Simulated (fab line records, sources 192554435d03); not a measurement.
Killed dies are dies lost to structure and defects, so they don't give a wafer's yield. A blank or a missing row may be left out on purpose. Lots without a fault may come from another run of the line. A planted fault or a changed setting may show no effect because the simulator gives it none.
Which tool did it? | flow n5_finfet | 10 lots, 28 wafers sampled, at 1 step of a route of 1938

WHAT THE GAUGES READ, wafer by wafer
N5_DUMMY_GATE_CD_MEAS_24: target cd 15 nm.
lot  | measured    | on        | cd_nm (nm)
L843 | day 3 19:19 | cd_sem-03 | 15.2 14.6 15.4
L844 | day 4 02:02 | cd_sem-01 | 15.0 15.3 15.0
L847 | day 4 21:03 | cd_sem-01 | 15.5 15.5 15.1
L848 | day 5 02:44 | cd_sem-01 | 14.4 15.6 14.3
L849 | day 5 06:14 | cd_sem-01 | 14.5 15.3 15.2
L850 | day 5 12:37 | cd_sem-01 | 15.4 15.4 15.1
L851 | day 5 17:03 | cd_sem-01 | 14.4 15.7 14.9
L857 | day 7 09:11 | cd_sem-02 | 14.3 14.7
L861 | day 8 06:05 | cd_sem-02 | 14.7 15.6
L862 | day 8 10:06 | cd_sem-02 | 14.8 15.1 14.7

WHICH TOOL RAN EACH LOT (tool, then ch and the chambers of the sampled wafers, then the start)
The record holds no process step before these readings.

THE ANSWER, worked out from the rows above alone
Rule: what is usual is taken from the lots themselves. Put in order of their means at a reading, lots are off if they are a third of the lots or fewer, leave a main group of 4 or more, and stand apart from it by a gap of 3 or more times the standard deviation of the main group's means; of several such gaps the widest counts. A main group whose means are all the same, to the digits that the tables above print for the reading, isn't used. A lot without any number at a reading at which 4 lots or more have one is off too. The other lots that the step has rows for count as sound.
No lot is off at any reading shown: from this, nothing can be told.

WHAT THE SIMULATOR HAD PUT IN
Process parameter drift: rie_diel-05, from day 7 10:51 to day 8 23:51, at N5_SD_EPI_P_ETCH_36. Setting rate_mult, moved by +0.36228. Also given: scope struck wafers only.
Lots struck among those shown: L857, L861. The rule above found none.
